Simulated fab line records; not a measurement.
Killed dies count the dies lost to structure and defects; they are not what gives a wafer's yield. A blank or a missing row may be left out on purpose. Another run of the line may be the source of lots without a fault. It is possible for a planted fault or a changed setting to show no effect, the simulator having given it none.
fab line records	flow n5Finfet
record lots=7	wafers=21
route steps=1938 shown BEOL_M0_CUTY@713 BEOL_M0@715 BEOL_M1@755 BEOL_M2@845 BEOL_M3@950
startH: hours from the record's first day to the start of the lot's first wafer shown	waitH: hours elapsed since this lot's preceding step	" repeats the value in the row above	L1.1+2: a single row standing in for several wafers	- value missing, or start not given	* or withheld: withheld	< > ~ a bound
route shown NAME@n: NAME is a module with steps in the file, n the number in the route of the first one	usual: mean and standard deviation over wafers with no fault	same: alike in all rows	chamber/n: place in a boat	sites: the reading at each site	_std_site: the values' standard deviation	_edge_site: outer sites' mean less inner sites'	radiusMm: for every site, how far away it sits from the centre of the wafer	mask NAME#n: copy n	behind: tool/chamber where the wafer was last shaped	hold: why the lot went on hold/how many hours it stayed there/how the hold came to an end	device: whichever transistor did not switch (one of n, p or np)	end of line: at the end of the route, the tests of the same wafers	a step with no rows: only its recipe	killed: count of dies lost to structure and defects at first sort (not the wafer's yield)	map: per-die view of a wafer (x killed, . not killed, _ where there is no die)
set.NAME: the setting the step ran with; set.NAME@STEP: the setting that earlier step ran with	model.NAME: the simulator's own value behind a step, which no gauge read
lots where settings were altered on purpose, with a table for each step and a row for each wafer
## steps
# step N5_BEOL_M0_CUTY_ETCH_63
# recipe chemistry=N2/H2	target=SOC	targetDepthA=827	overetchA=165	maskMaterial=SiARC	tempC=40	ionEnergyEv=200	timeS=124	pressureMtorr=30	sourceW=840	biasW=150	n2FlowSccm=200	h2FlowSccm=200
lot.wafer	tool	chamber	startH	waitH	set.timeS
L074.2	rieDiel-04	2	116.41	0.0	99.5
L074.4+6	"	3,0	"	"	124
L075.3+5	rieDiel-04	3,2	123.56	0.0	124
L075.6	"	1	"	"	132.9
L080.1+2+4	rieDiel-02	2,0,3	149.27	0.0	124
L082.1	rieDiel-04	2	162.10	0.0	124
L082.3+6	"	1	"	"	115.8
L084.3+4+5	rieDiel-02	1,0,0	176.40	0.0	124
L088.2+4+6	rieDiel-05	3,1,2	197.81	0.0	124
L091.3+5+6	rieDiel-04	1,1,0	215.87	0.0	124
# step N5_BEOL_M0_ETCH_138
# recipe chemistry=CH3F/O2	targetDepthA=120	target=SiCN	timeS=31.6	ionEnergyEv=120	pressureMtorr=30	sourceW=395	biasW=75	Ar_flow_sccm=150	CH3F_flow_sccm=30	O2_flow_sccm=20	ends=cleared
# usual rfVppV=297.7/1.8
lot.wafer	tool	chamber	startH	waitH	set.sourceW	rfVppV
L074.2	rieDiel-04	2	116.54	0.0	395	298.6
L074.4	"	3	"	"	395	298.3
L074.6	"	0	"	"	395	295.6
L075.3	rieDiel-04	3	123.68	0.0	395	297.7
L075.5	"	2	"	"	454.1	283.7
L075.6	"	1	"	"	454.1	284.3
L080.1	rieDiel-02	2	149.39	0.0	395	299.3
L080.2	"	0	"	"	395	295.1
L080.4	"	3	"	"	395	296.6
L082.1	rieDiel-04	2	162.22	0.0	395	296.0
L082.3	"	1	"	"	395	297.1
L082.6	"	1	"	"	395	295.2
L084.3	rieDiel-02	1	176.52	0.0	395	298.6
L084.4	"	0	"	"	395	294.5
L084.5	"	0	"	"	395	296.1
L088.2	rieDiel-05	3	197.93	0.0	395	297.1
L088.4	"	1	"	"	349.6	312.0
L088.6	"	2	"	"	395	299.7
L091.3	rieDiel-04	1	215.99	0.0	350.4	308.7
L091.5	"	1	"	"	350.4	307.3
L091.6	"	0	"	"	350.4	313.6
# step N5_BEOL_M0_HM_OPEN_105
# recipe chemistry=Cl2/BCl3	targetDepthA=120	target=TiN	ionEnergyEv=150	pressureMtorr=10	icpW=1000	biasW=126	Cl2_flow_sccm=53.25	bcl3FlowSccm=21.75	Ar_flow_sccm=25
lot.wafer	tool	chamber	startH	waitH	set.timeS@BEOL_M0_CUTY_ETCH_63	model.SiO2_of_BEOL_M0_SAQP_SPACER2_ALD_26.thkNm
L074.2	rieMetal-01	0	126.34	9.8	99.5	3.6
L074.4+6	"	1	"	"	124	2.8
L075.3	rieMetal-02	1	126.64	2.9	124	2.8
L075.5	"	1	"	"	124	2.6
L075.6	"	0	"	"	132.9	2.6
L080.1+2+4	rieMetal-03	0	150.69	1.3	124	2.8
L082.1	rieMetal-01	0	165.32	3.1	124	2.8
L082.3	"	1	"	"	115.8	3
L082.6	"	0	"	"	115.8	2.8
L084.3+5	rieMetal-02	1,0	177.86	1.3	124	2.6
L084.4	"	0	"	"	124	2.8
L088.2+4	rieMetal-03	0	198.58	0.6	124	2.8
L088.6	"	1	"	"	124	2.6
L091.3+5	rieMetal-02	0	222.12	6.1	124	2.8
L091.6	"	0	"	"	124	2.6
# step N5_BEOL_M1_COAT_61
# recipe resist=SOC	tempC=250	timeS=60	spinRpm=1500	resistThkNm=60
lot.wafer	tool	chamber	startH	waitH	set.spinRpm	model.SOC_of_BEOL_M1_COAT_61.thkNm
L074.2	lithoTrack-05	0	132.09	0.1	1591	58
L074.4	"	0	"	"	1500	59.8
L074.6	"	0	"	"	1500	60
L075.3+6	lithoTrack-01	0	132.10	0.1	1500	60.2
L075.5	"	0	"	"	1500	60
L080.1	lithoTrack-03	0	158.95	0.1	1500	60
L080.2+4	"	0	"	"	1558	58.6
L082.1+6	lithoTrack-05	0	173.76	0.1	1500	59.8
L082.3	"	0	"	"	1500	59.6
L084.3+5	lithoTrack-01	0	183.88	0.1	1500	60.2
L084.4	"	0	"	"	1500	60
L088.2	lithoTrack-05	0	206.68	0.1	1500	59.8
L088.4	"	0	"	"	1379	62.6
L088.6	"	0	"	"	1379	62.4
L091.3	lithoTrack-03	0	226.43	0.1	1500	60
L091.5+6	"	0	"	"	1500	60.2
# step N5_BEOL_M1_COAT_62
# recipe resist=SiARC	tempC=220	timeS=60	spinRpm=1500	resistThkNm=12
# step N5_BEOL_M1_COAT_73
# recipe resist=underlayer	tempC=205	timeS=60	spinRpm=1500	resistThkNm=5
# step N5_BEOL_M1_ETCH_74
# recipe chemistry=N2/H2	target=underlayer	targetDepthA=65	maskMaterial=CAR-EUV	timeS=5.2	ionEnergyEv=200	pressureMtorr=30	sourceW=840	biasW=150	n2FlowSccm=200	h2FlowSccm=200	ends=cleared
# step N5_BEOL_M1_ETCH_63
# recipe chemistry=CF4	target=SiARC	targetDepthA=156	maskMaterial=CAR-EUV	timeS=26	ionEnergyEv=80	pressureMtorr=40	sourceW=545	biasW=36	Ar_flow_sccm=100	cf4FlowSccm=100	ends=cleared
# step N5_BEOL_M1_ETCH_64
# recipe chemistry=N2/H2	target=SOC	targetDepthA=750	overetchA=150	maskMaterial=SiARC	tempC=40	timeS=112.5	ionEnergyEv=200	pressureMtorr=30	sourceW=840	biasW=150	n2FlowSccm=200	h2FlowSccm=200
lot.wafer	tool	chamber	startH	waitH	set.spinRpm@BEOL_M1_COAT_61	model.etch.depthNm
L074.2	rieDiel-01	3	132.61	0.0	1591	58.04
L074.4	"	3	"	"	1500	59.77
L074.6	"	1	"	"	1500	59.99
L075.3	rieDiel-06	2	132.65	0.0	1500	60.24
L075.5	"	3	"	"	1500	60.07
L075.6	"	0	"	"	1500	60.26
L080.1	rieDiel-01	0	159.41	0.0	1500	59.94
L080.2	"	3	"	"	1558	58.65
L080.4	"	1	"	"	1558	58.58
L082.1	rieDiel-06	3	174.54	0.0	1500	59.78
L082.3	"	0	"	"	1500	59.62
L082.6	"	2	"	"	1500	59.79
L084.3	rieDiel-06	0	184.47	0.0	1500	60.29
L084.4	"	1	"	"	1500	60.1
L084.5	"	1	"	"	1500	60.12
L088.2	rieDiel-03	1	207.28	0.0	1500	59.89
L088.4	"	2	"	"	1379	62.51
L088.6	"	2	"	"	1379	62.36
L091.3	rieDiel-06	2	226.89	0.0	1500	60.09
L091.5	"	0	"	"	1500	60.19
L091.6	"	1	"	"	1500	60.14
# step N5_BEOL_M1_STRIP_65
# recipe chemistry=N2/H2	tempC=40	n2FlowSccm=200	h2FlowSccm=200	rfFrequencyHz=6e+07
# step N5_BEOL_M1_STRIP_75
# recipe chemistry=N2/H2	tempC=40	n2FlowSccm=200	h2FlowSccm=200	rfFrequencyHz=6e+07
# step N5_BEOL_M1_STRIP_66
# recipe chemistry=CF4	resist=SiARC	powerW=300	biasPowerW=75	pressureMtorr=50	cf4FlowSccm=150	rfFrequencyHz=6e+07
# step N5_BEOL_M1_HM_OPEN_17
# recipe chemistry=Cl2/BCl3	targetDepthA=200	overetchA=60	target=TiN	maskMaterial=SOC	ionEnergyEv=150	pressureMtorr=10	icpW=1000	biasW=126	Cl2_flow_sccm=53.25	bcl3FlowSccm=21.75	Ar_flow_sccm=25
lot.wafer	tool	chamber	startH	waitH	set.spinRpm@BEOL_M1_COAT_61	model.SOC_of_BEOL_M1_COAT_61.thkNm
L074.2	rieMetal-02	0	132.78	0.0	1591	50.2
L074.4+6	"	0,1	"	"	1500	52
L075.3+6	rieMetal-03	0	132.85	0.1	1500	52.4
L075.5	"	1	"	"	1500	52.2
L080.1	rieMetal-01	1	159.58	0.0	1500	51.8
L080.2	"	0	"	"	1558	50.6
L080.4	"	1	"	"	1558	50.4
L082.1+6	rieMetal-01	1,0	174.71	0.0	1500	51.8
L082.3	"	0	"	"	1500	51.6
L084.3	rieMetal-01	0	184.67	0.1	1500	52.2
L084.4+5	"	1	"	"	1500	52
L088.2	rieMetal-02	1	207.44	0.0	1500	52
L088.4	"	0	"	"	1379	54.6
L088.6	"	0	"	"	1379	54.4
L091.3+6	rieMetal-01	1	227.09	0.1	1500	52
L091.5	"	0	"	"	1500	52.2
# step N5_BEOL_M2_COAT_61
# recipe resist=SOC	tempC=250	timeS=60	spinRpm=1500	resistThkNm=60
lot.wafer	tool	chamber	startH	waitH	set.spinRpm	model.SOC_of_BEOL_M2_COAT_61.thkNm
L074.2+6	lithoTrack-02	0	139.93	0.1	1500	60
L074.4	"	0	"	"	1380	62.6
L075.3	lithoTrack-02	0	142.53	0.1	1500	60
L075.5	"	0	"	"	1500	59.8
L075.6	"	0	"	"	1664	56.8
L080.1+2+4	lithoTrack-02	0	184.26	0.1	1500	60.2
L082.1+3	lithoTrack-05	0	192.58	0.1	1500	59.8
L082.6	"	0	"	"	1500	59.6
L084.3+5	lithoTrack-04	0	199.16	0.1	1500	60
L084.4	"	0	"	"	1500	60.2
L088.2+4+6	lithoTrack-05	0	216.03	0.1	1397	62.2
L091.3+5	lithoTrack-04	0	240.30	0.1	1500	59.8
L091.6	"	0	"	"	1500	60
# step N5_BEOL_M2_COAT_62
# recipe resist=SiARC	tempC=220	timeS=60	spinRpm=1500	resistThkNm=12
lot.wafer	tool	chamber	startH	waitH	set.spinRpm	model.SiARC_of_BEOL_M2_COAT_62.thkNm
L074.2+4	lithoTrack-02	0	-	-	1500	12
L074.6	"	0	"	"	1660	11.4
L075.3+5+6	lithoTrack-02	0	-	-	1500	12
L080.1+2+4	lithoTrack-02	0	-	-	1500	12
L082.1+3	lithoTrack-05	0	-	-	1342	12.6
L082.6	"	0	"	"	1500	12
L084.3+4+5	lithoTrack-04	0	-	-	1500	12
L088.2+4	lithoTrack-05	0	-	-	1500	12
L088.6	"	0	"	"	1614	11.6
L091.3+5+6	lithoTrack-04	0	-	-	1500	12
# step N5_BEOL_M2_COAT_73
# recipe resist=underlayer	tempC=205	timeS=60	spinRpm=1500	resistThkNm=5
# step N5_BEOL_M2_COAT_05
# recipe resist=CAR-EUV	spinRpm=1500	resistThkNm=30
# step N5_BEOL_M2_DESCUM_16
# recipe chemistry=O2	timeS=7	sourcePowerW=50	biasPowerW=20	pressureMtorr=20	rfFrequencyHz=2.712e+07	tempC=40	resist=CAR-EUV	o2FlowSccm=225
# step N5_BEOL_M2_ETCH_74
# recipe chemistry=N2/H2	target=underlayer	targetDepthA=65	maskMaterial=CAR-EUV	timeS=5.2	ionEnergyEv=200	pressureMtorr=30	sourceW=840	biasW=150	n2FlowSccm=200	h2FlowSccm=200	ends=cleared
# step N5_BEOL_M2_ETCH_63
# recipe chemistry=CF4	target=SiARC	targetDepthA=156	maskMaterial=CAR-EUV	timeS=26	ionEnergyEv=80	pressureMtorr=40	sourceW=545	biasW=36	Ar_flow_sccm=100	cf4FlowSccm=100	ends=cleared
# usual etchRfOnTimeS=26.1/0.33
lot.wafer	tool	chamber	startH	waitH	set.spinRpm@BEOL_M2_COAT_62	etchRfOnTimeS	model.etch.depthNm
L074.2	rieDiel-02	3	140.84	0.0	1500	26.3	12.05
L074.4	"	1	"	"	1500	26.1	12.05
L074.6	"	1	"	"	1660	24.7	11.44
L075.3	rieDiel-02	1	142.98	0.0	1500	26.1	12.08
L075.5	"	0	"	"	1500	26.4	12.07
L075.6	"	3	"	"	1500	26.6	12.04
L080.1	rieDiel-02	2	184.83	0.0	1500	25.8	12
L080.2	"	3	"	"	1500	26.8	12.05
L080.4	"	1	"	"	1500	25.9	12.05
L082.1	rieDiel-02	2	193.02	0.0	1342	27.3	12.62
L082.3	"	0	"	"	1342	27.4	12.64
L082.6	"	2	"	"	1500	25.8	11.97
L084.3	rieDiel-05	0	199.71	0.0	1500	26.0	12.03
L084.4	"	1	"	"	1500	26.0	12.04
L084.5	"	3	"	"	1500	26.2	12.03
L088.2	rieDiel-05	2	216.72	0.0	1500	26.0	11.96
L088.4	"	3	"	"	1500	26.2	11.97
L088.6	"	2	"	"	1614	24.8	11.57
L091.3	rieDiel-05	3	240.86	0.0	1500	26.3	12.04
L091.5	"	1	"	"	1500	26.1	12
L091.6	"	0	"	"	1500	26.1	11.99
# step N5_BEOL_M2_ETCH_64
# recipe chemistry=N2/H2	target=SOC	targetDepthA=750	overetchA=225	maskMaterial=SiARC	tempC=40	timeS=121.9	ionEnergyEv=200	pressureMtorr=30	sourceW=840	biasW=150	n2FlowSccm=200	h2FlowSccm=200
lot.wafer	tool	chamber	startH	waitH	set.spinRpm@BEOL_M2_COAT_61	model.etch.depthNm
L074.2	rieDiel-02	3	140.87	0.0	1500	60.02
L074.4	"	1	"	"	1380	62.55
L074.6	"	1	"	"	1500	59.99
L075.3	rieDiel-02	1	143.00	0.0	1500	60.02
L075.5	"	0	"	"	1500	59.85
L075.6	"	3	"	"	1664	56.89
L080.1	rieDiel-02	2	184.86	0.0	1500	60.25
L080.2	"	3	"	"	1500	60.29
L080.4	"	1	"	"	1500	60.14
L082.1	rieDiel-02	2	193.05	0.0	1500	59.89
L082.3	"	0	"	"	1500	59.81
L082.6	"	2	"	"	1500	59.57
L084.3	rieDiel-05	0	199.74	0.0	1500	60.02
L084.4	"	1	"	"	1500	60.16
L084.5	"	3	"	"	1500	59.94
L088.2+6	rieDiel-05	2	216.75	0.0	1397	62.26
L088.4	"	3	"	"	1397	62.24
L091.3	rieDiel-05	3	240.89	0.0	1500	59.84
L091.5	"	1	"	"	1500	59.81
L091.6	"	0	"	"	1500	60.01
# step N5_BEOL_M2_STRIP_65
# recipe chemistry=N2/H2	tempC=40	n2FlowSccm=200	h2FlowSccm=200	rfFrequencyHz=6e+07
# step N5_BEOL_M2_STRIP_75
# recipe chemistry=N2/H2	tempC=40	n2FlowSccm=200	h2FlowSccm=200	rfFrequencyHz=6e+07
# step N5_BEOL_M2_STRIP_66
# recipe chemistry=CF4	resist=SiARC	powerW=300	biasPowerW=75	pressureMtorr=50	cf4FlowSccm=150	rfFrequencyHz=6e+07
# step N5_BEOL_M2_HM_OPEN_17
# recipe chemistry=Cl2/BCl3	targetDepthA=200	overetchA=60	target=TiN	maskMaterial=SOC	ionEnergyEv=150	pressureMtorr=10	icpW=1000	biasW=126	Cl2_flow_sccm=53.25	bcl3FlowSccm=21.75	Ar_flow_sccm=25
lot.wafer	tool	chamber	startH	waitH	set.spinRpm@BEOL_M2_COAT_61	model.SOC_of_BEOL_M2_COAT_61.thkNm
L074.2	rieMetal-02	0	141.04	0.0	1500	52.2
L074.4	"	1	"	"	1380	54.6
L074.6	"	1	"	"	1500	52
L075.3	rieMetal-01	0	143.21	0.1	1500	52
L075.5	"	0	"	"	1500	51.8
L075.6	"	1	"	"	1664	48.8
L080.1+4	rieMetal-01	1,0	185.03	0.0	1500	52.2
L080.2	"	0	"	"	1500	52.4
L082.1+3	rieMetal-01	1	193.22	0.0	1500	51.8
L082.6	"	1	"	"	1500	51.6
L084.3+5	rieMetal-01	0	199.94	0.1	1500	52
L084.4	"	1	"	"	1500	52.2
L088.2+4	rieMetal-03	1	216.92	0.0	1397	54.4
L088.6	"	0	"	"	1397	54.6
L091.3+5	rieMetal-01	1,0	241.09	0.1	1500	51.8
L091.6	"	1	"	"	1500	52
# step N5_BEOL_M3_ETCH_64
# recipe chemistry=N2/H2	target=SOC	targetDepthA=750	overetchA=150	maskMaterial=SiARC	tempC=40	timeS=112.5	ionEnergyEv=200	pressureMtorr=30	sourceW=840	biasW=150	n2FlowSccm=200	h2FlowSccm=200
lot.wafer	tool	chamber	startH	waitH	set.timeS	model.SiARC_of_BEOL_M3_COAT_62.thkNm
L074.2+6	rieDiel-03	2	159.21	0.0	112.5	6.8
L074.4	"	0	"	"	133.7	5.6
L075.3	rieDiel-06	1	162.88	0.0	112.5	6.8
L075.5	"	3	"	"	99.72	7.6
L075.6	"	0	"	"	99.72	7.4
L080.1+2	rieDiel-01	2,1	199.61	0.0	97.67	7.6
L080.4	"	3	"	"	112.5	6.8
L084.3+4+5	rieDiel-06	0,2,1	245.79	0.0	112.5	7
L088.2	rieDiel-03	0	287.11	0.0	112.5	6.8
L088.4	"	1	"	"	127.9	6.2
L088.6	"	2	"	"	127.9	6
L091.3	rieDiel-06	2	288.12	0.0	112.5	6.6
L091.5	"	3	"	"	130.2	6
L091.6	"	0	"	"	112.5	6.8
L082.1	rieDiel-03	0	323.99	0.0	136.1	5.6
L082.3	"	1	"	"	112.5	6.8
L082.6	"	1	"	"	136.1	5.8
# step N5_BEOL_M3_STRIP_65
# recipe chemistry=N2/H2	tempC=40	n2FlowSccm=200	h2FlowSccm=200	rfFrequencyHz=6e+07
# step N5_BEOL_M3_STRIP_75
# recipe chemistry=N2/H2	tempC=40	n2FlowSccm=200	h2FlowSccm=200	rfFrequencyHz=6e+07
# step N5_BEOL_M3_STRIP_66
# recipe chemistry=CF4	resist=SiARC	powerW=300	biasPowerW=75	pressureMtorr=50	cf4FlowSccm=150	rfFrequencyHz=6e+07
# step N5_BEOL_M3_HM_OPEN_17
# recipe chemistry=Cl2/BCl3	targetDepthA=200	overetchA=60	target=TiN	maskMaterial=SOC	ionEnergyEv=150	pressureMtorr=10	icpW=1000	biasW=126	Cl2_flow_sccm=53.25	bcl3FlowSccm=21.75	Ar_flow_sccm=25
lot.wafer	tool	chamber	startH	waitH	set.timeS@BEOL_M3_ETCH_64	model.etch.depthNm
L074.2	rieMetal-03	0	159.38	0.0	112.5	20.3
L074.4	"	0	"	"	133.7	18.06
L074.6	"	0	"	"	112.5	20.25
L075.3	rieMetal-02	0	163.07	0.1	112.5	20.46
L075.5	"	1	"	"	99.72	20.33
L075.6	"	0	"	"	99.72	20.34
L080.1	rieMetal-03	1	199.77	0.0	97.67	19.81
L080.2	"	0	"	"	97.67	19.9
L080.4	"	0	"	"	112.5	19.7
L084.3	rieMetal-02	0	245.99	0.1	112.5	19.73
L084.4	"	1	"	"	112.5	19.68
L084.5	"	1	"	"	112.5	19.5
L088.2	rieMetal-02	0	287.28	0.0	112.5	19.7
L088.4	"	0	"	"	127.9	18.11
L088.6	"	1	"	"	127.9	18.17
L091.3	rieMetal-01	0	288.32	0.1	112.5	19.69
L091.5	"	0	"	"	130.2	18.1
L091.6	"	1	"	"	112.5	19.8
L082.1	rieMetal-03	0	324.16	0.0	136.1	17.92
L082.3	"	0	"	"	112.5	19.96
L082.6	"	1	"	"	136.1	17.98
# step N5_BEOL_M3_COAT_76
# recipe resist=underlayer	tempC=205	timeS=60	spinRpm=1500	resistThkNm=5
lot.wafer	tool	chamber	startH	waitH	set.spinRpm
L074.2	lithoTrack-03	0	-	-	1500
L074.4+6	"	0	"	"	1457
L075.3+6	lithoTrack-01	0	-	-	1414
L075.5	"	0	"	"	1500
L080.1+2	lithoTrack-01	0	-	-	1500
L080.4	"	0	"	"	1371
L084.3+4+5	lithoTrack-04	0	-	-	1500
L088.2+4+6	lithoTrack-04	0	-	-	1500
L091.3	lithoTrack-01	0	-	-	1615
L091.5+6	"	0	"	"	1500
L082.1+3	lithoTrack-01	0	-	-	1381
L082.6	"	0	"	"	1500
# step N5_BEOL_M3_COAT_22
# recipe resist=CAR-EUV	spinRpm=1500	resistThkNm=30
# step N5_BEOL_M3_EBR_24
# recipe solvent=PGMEA	ebrWidthMm=1.5
# step N5_BEOL_M3_DESCUM_33
# recipe chemistry=O2	timeS=7	sourcePowerW=50	biasPowerW=20	pressureMtorr=20	rfFrequencyHz=2.712e+07	tempC=40	resist=CAR-EUV	o2FlowSccm=225
# step N5_BEOL_M3_ETCH_77
# recipe chemistry=N2/H2	target=underlayer	targetDepthA=65	maskMaterial=CAR-EUV	timeS=5.2	ionEnergyEv=200	pressureMtorr=30	sourceW=840	biasW=150	n2FlowSccm=200	h2FlowSccm=200	ends=cleared
lot.wafer	tool	chamber	startH	waitH	set.spinRpm@BEOL_M3_COAT_76	model.etch.depthNm
L074.2	rieDiel-01	0	160.14	0.0	1500	4.98
L074.4	"	1	"	"	1457	5.061
L074.6	"	0	"	"	1457	5.067
L075.3	rieDiel-06	0	163.79	0.0	1414	5.156
L075.5	"	0	"	"	1500	4.988
L075.6	"	3	"	"	1414	5.148
L080.1	rieDiel-01	0	200.54	0.0	1500	4.984
L080.2	"	1	"	"	1500	4.992
L080.4	"	3	"	"	1371	5.216
L084.3	rieDiel-01	3	246.65	0.0	1500	5.008
L084.4	"	3	"	"	1500	5.002
L084.5	"	0	"	"	1500	5
L088.2	rieDiel-06	3	288.30	0.0	1500	4.996
L088.4	"	0	"	"	1500	4.992
L088.6	"	2	"	"	1500	4.994
L091.3	rieDiel-01	0	289.07	0.0	1615	4.803
L091.5	"	0	"	"	1500	4.988
L091.6	"	3	"	"	1500	4.989
L082.1	rieDiel-03	0	324.81	0.0	1381	5.22
L082.3	"	3	"	"	1381	5.202
L082.6	"	0	"	"	1500	5.004
## key
split step=N5_BEOL_M0_CUTY_ETCH_63	setting=timeS	stated=124	by=wafer
response step=N5_BEOL_M0_HM_OPEN_105	reading=model.SiO2_of_BEOL_M0_SAQP_SPACER2_ALD_26.thkNm	change=-0.0354	per=1%	r=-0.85
split step=N5_BEOL_M0_ETCH_138	setting=sourceW	stated=395	by=wafer
response step=N5_BEOL_M0_ETCH_138	reading=rfVppV	change=-1.01	per=1%	r=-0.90
split step=N5_BEOL_M1_COAT_61	setting=spinRpm	stated=1500	by=wafer
response step=N5_BEOL_M1_COAT_61	reading=model.SOC_of_BEOL_M1_COAT_61.thkNm	change=-0.331	per=1%	r=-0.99
response step=N5_BEOL_M1_ETCH_64	reading=model.etch.depthNm	change=-0.315	per=1%	r=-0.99
response step=N5_BEOL_M1_HM_OPEN_17	reading=model.SOC_of_BEOL_M1_COAT_61.thkNm	change=-0.309	per=1%	r=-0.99
split step=N5_BEOL_M2_COAT_61	setting=spinRpm	stated=1500	by=wafer
response step=N5_BEOL_M2_COAT_61	reading=model.SOC_of_BEOL_M2_COAT_61.thkNm	change=-0.298	per=1%	r=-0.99
response step=N5_BEOL_M2_ETCH_64	reading=model.etch.depthNm	change=-0.292	per=1%	r=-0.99
response step=N5_BEOL_M2_HM_OPEN_17	reading=model.SOC_of_BEOL_M2_COAT_61.thkNm	change=-0.294	per=1%	r=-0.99
split step=N5_BEOL_M2_COAT_62	setting=spinRpm	stated=1500	by=wafer
response step=N5_BEOL_M2_COAT_62	reading=model.SiARC_of_BEOL_M2_COAT_62.thkNm	change=-0.0558	per=1%	r=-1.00
response step=N5_BEOL_M2_ETCH_63	reading=etchRfOnTimeS	change=*	per=1%	r=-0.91
response step=N5_BEOL_M2_ETCH_63	reading=model.etch.depthNm	change=-0.0583	per=1%	r=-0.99
split step=N5_BEOL_M3_ETCH_64	setting=timeS	stated=112.5	by=wafer
response step=N5_BEOL_M3_ETCH_64	reading=model.SiARC_of_BEOL_M3_COAT_62.thkNm	change=-0.0553	per=1%	r=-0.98
response step=N5_BEOL_M3_HM_OPEN_17	reading=model.etch.depthNm	change=-0.0861	per=1%	r=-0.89
split step=N5_BEOL_M3_COAT_76	setting=spinRpm	stated=1500	by=wafer
response step=N5_BEOL_M3_ETCH_77	reading=model.etch.depthNm	change=-0.0262	per=1%	r=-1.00
